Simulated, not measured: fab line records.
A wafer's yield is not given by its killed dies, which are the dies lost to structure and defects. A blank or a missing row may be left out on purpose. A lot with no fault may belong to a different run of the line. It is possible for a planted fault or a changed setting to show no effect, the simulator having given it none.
Lot-split experiment ; flow n5 finfet ; route with 1938 steps; 7 lots, 39 wafers read

SPLIT DETAILS
At N5_MIM_TOP_SPUTTER_03 (material TiN, target thk 35 nm, time 89.7 s), the setting target thk a was moved away from the recipe's 350 angstrom on 12 of the 39 wafers read, by -35.9% to +45.0%. The other wafers ran this setting at the recipe's value.

The split's own step is where the reading is taken.

THE READING
TiN_of_MIM_TOP_SPUTTER_03.thk nm (the simulator's own value, which no gauge read), in nm, at N5_MIM_TOP_SPUTTER_03 (material TiN, target thk 35 nm, time 89.7 s). There is no usual value for it anywhere in the file. Here, 27 wafers ran the recipe; their average is 34.9 nm with a standard deviation of 0.37 nm.

wafer;tool, chamber at the split;target thk a as run, angstrom;against the recipe;TiN_of_MIM_TOP_SPUTTER_03.thk nm, nm;against lot-mates on the recipe
L078.1;pvd sputter-03, -;507.6;+45.0%;51.2;+15.6
L078.3;pvd sputter-03, -;507.6;+45.0%;51.2;+15.6
L078.6;pvd sputter-03, -;507.6;+45.0%;51.2;+15.6
L078.2;pvd sputter-03, -;350;recipe;35.4;-
L078.5;pvd sputter-03, -;350;recipe;35.4;-
L078.4;pvd sputter-03, -;350;recipe;36;-
L079.1;pvd sputter-03, -;350;recipe;34.8;-
L079.3;pvd sputter-03, -;350;recipe;35;-
L079.4;pvd sputter-03, -;350;recipe;35.2;-
L080.1;pvd sputter-02, -;350;recipe;35.2;-
L080.2;pvd sputter-02, -;350;recipe;34.8;-
L080.6;pvd sputter-02, -;350;recipe;34.8;-
L080.3;pvd sputter-02, -;350;recipe;35;-
L080.5;pvd sputter-02, -;350;recipe;35;-
L080.4;pvd sputter-02, -;350;recipe;34.6;-
L089.1;pvd sputter-01, -;350;recipe;34.4;-
L089.2;pvd sputter-01, -;350;recipe;34.4;-
L089.3;pvd sputter-01, -;350;recipe;34.4;-
L089.6;pvd sputter-01, -;350;recipe;34.4;-
L089.4;pvd sputter-01, -;350;recipe;34.8;-
L089.5;pvd sputter-01, -;350;recipe;34.6;-
L090.1;pvd sputter-02, -;224.4;-35.9%;21.8;-12.9
L090.2;pvd sputter-02, -;224.4;-35.9%;22;-12.7
L090.5;pvd sputter-02, -;224.4;-35.9%;22;-12.7
L090.3;pvd sputter-02, -;350;recipe;34.8;-
L090.4;pvd sputter-02, -;350;recipe;34.6;-
L090.6;pvd sputter-02, -;350;recipe;34.6;-
L093.1;pvd sputter-02, -;461.6;+31.9%;45.8;+10.9
L093.2;pvd sputter-02, -;461.6;+31.9%;46;+11.1
L093.3;pvd sputter-02, -;350;recipe;35.2;-
L093.4;pvd sputter-02, -;461.6;+31.9%;46.2;+11.3
L093.5;pvd sputter-02, -;350;recipe;35;-
L093.6;pvd sputter-02, -;350;recipe;34.6;-
L095.1;pvd sputter-03, -;350;recipe;35.2;-
L095.2;pvd sputter-03, -;278.7;-20.4%;28;-6.9
L095.3;pvd sputter-03, -;278.7;-20.4%;28.2;-6.7
L095.4;pvd sputter-03, -;350;recipe;34.8;-
L095.5;pvd sputter-03, -;350;recipe;34.8;-
L095.6;pvd sputter-03, -;278.7;-20.4%;27.8;-7.1

THE FIT
A straight line over all 39 wafers: TiN_of_MIM_TOP_SPUTTER_03.thk nm changes by +0.357 nm for each +1% of target thk a; r = +1.00; the points scatter about the line by 0.36 nm.
The same after taking each lot's own level away (the mean of its wafers on the recipe; 39 wafers): +0.348 nm for each +1%; r = +1.00; scatter 0.2 nm.
The reading moves by 16 nm for the largest change in target thk a, on that fit.
Across the lots, their own levels run from 34.50 to 35.60 nm, a range of 3.0 times the standard deviation given above.
The two slopes are in agreement: the lot-to-lot level therefore moves the slope only a little.
Check: for one of the wafers moved furthest among these (+45.0%), held out of the fit, the line's prediction against its lot-mates is +15.7 nm. Against them it came out at +15.6 nm.

OTHER SPLITS ON THESE WAFERS
These wafers also went through other splits before the reading. Each is held against what the fit with the lots' levels taken away leaves over:
other split on the same wafers;wafers away from the commonest value;r with TiN_of_MIM_TOP_SPUTTER_03.thk nm (lot level and that fit taken away)
N5_BEOL_M12_ETCH_68 time s;12;-0.13

THE FILE'S OWN FIT
TiN_of_MIM_TOP_SPUTTER_03.thk nm changes by +0.348 nm for each +1% of target thk a, r = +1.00.
